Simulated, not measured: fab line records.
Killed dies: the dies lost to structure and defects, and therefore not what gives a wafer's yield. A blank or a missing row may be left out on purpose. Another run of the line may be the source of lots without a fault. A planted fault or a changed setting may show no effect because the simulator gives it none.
8D (eight disciplines) problem report, filled in by code | flow nand harc | the parts of the form that need people (team, actions taken, sign-off) are left out

## 1. PROBLEM STATEMENT
NHARC_P_M0_CD_MEAS_09, cd nm: mean 93.0 nm over 1 wafer from 1 lot; wafers with no fault: 90.0 nm, standard deviation 0.58. Relative to the usual mean, that is a shift of +5.2 standard deviations.
The step: target cd 90 nm.
Earliest sighting: wafer L939.4 on cd sem-03 at day 14 13:17. Wafers with a number at this step in the record: 33, from 11 lots. By rule, "out" or "out of limits" means more than 4 standard deviations away from the usual mean. The rest of the wafers with a number are treated as sound.

## 2. WHAT IT IS, WHAT IT ISN'T
question                    | is                | is not
which readings at this step | cd nm             | -
which lots                  | L939              | L920, L921, L922, L923, L926, L927, L929, L934, L941, L942
which wafers of those lots  | L939.4            | L939.2, L939.6
read on which gauges        | cd sem-03         | cd sem-01, cd sem-02
when                        | from day 14 13:17 | up to then (26 sound wafers); but 6 sound wafers of L941, L942 came after

## 3. WHAT RULES OUT EACH SUSPECT
Counting: a tool at a process step up to the reading stays a suspect if it ran every lot that is out. Sound lots after the first of them don't rule it out here, since some wafers of a struck lot are sound.
- the gauge at NHARC_P_M0_CD_MEAS_09: kept. All the wafers that are out were read on cd sem-03, and no step on other tools shows them out.
- rie diel-08 at NHARC_P_CONTACT_DESCUM_17 (chemistry O2, time 3 s): kept. L939, the lot that is out, went through it at day 14 09:08; up to then, the latest sound lot through it was L923 at day 7 08:40.
- rie diel-08 at NHARC_P_CONTACT_ETCH_31 (etches the open film in CH3F/O2, target depth 30 nm, time 85.7 s): kept. L939, the lot that is out, went through it at day 14 13:11; up to then, the latest sound lot through it was L923 at day 7 12:35. NHARC_P_CONTACT_ETCH_31: start missing for some lots; hours and lot order therefore follow NHARC_P_M0_PEB_07.
- litho track-06 at NHARC_P_M0_PEB_07 (peb time 65 s): kept. L939, the lot that is out, went through it at day 14 13:11; up to then, the latest sound lot through it was L934 at day 12 10:34.
- Within rie diel-08 at NHARC_P_CONTACT_DESCUM_17, the wafers that are out were processed in chamber 0 and their sound lot-mates in chamber 2.
- Within rie diel-08 at NHARC_P_CONTACT_ETCH_31: the wafers that are out ran in chamber 0; their sound lot-mates ran in chambers 2, 3.
Left after counting: rie diel-08 at NHARC_P_CONTACT_DESCUM_17, rie diel-08 at NHARC_P_CONTACT_ETCH_31, litho track-06 at NHARC_P_M0_PEB_07, cd sem-03 at NHARC_P_M0_CD_MEAS_09.

## 4. THE CAUSE (what the simulator had put in)
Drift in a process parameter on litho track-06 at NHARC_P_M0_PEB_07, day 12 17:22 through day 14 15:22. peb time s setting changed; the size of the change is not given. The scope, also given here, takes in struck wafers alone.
Counting left 4 suspects, and this tool is among them.

## 5. SEQUENCE OF EFFECTS, ordered by route
Rows list readings where the struck wafers' mean (over those with a number) sits beyond 3 standard deviations from the usual. Only readings whose record carries a usual standard deviation are examined. hours: median over the lots of the time between each lot's start at the first step of this table that gives one and its start at this step. sigmas: the change, counted in usual standard deviations.
hours | step                  | reading | usual   | on struck wafers | change | sigmas
0     | NHARC_P_M0_CD_MEAS_09 | cd nm   | 90.0 nm | 93.0             | +3.0   | +5.2

## 6. WHAT WOULD HAVE CAUGHT IT SOONER
The first out-of-limits reading at a measuring or inspecting step in this record came at day 14 13:17, 44 hours after the fault's start at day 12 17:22.
By day 14 13:17, every lot that is out (1) had started NHARC_P_M0_PEB_07 on litho track-06. Tool hold at that time: it would have spared none of them.
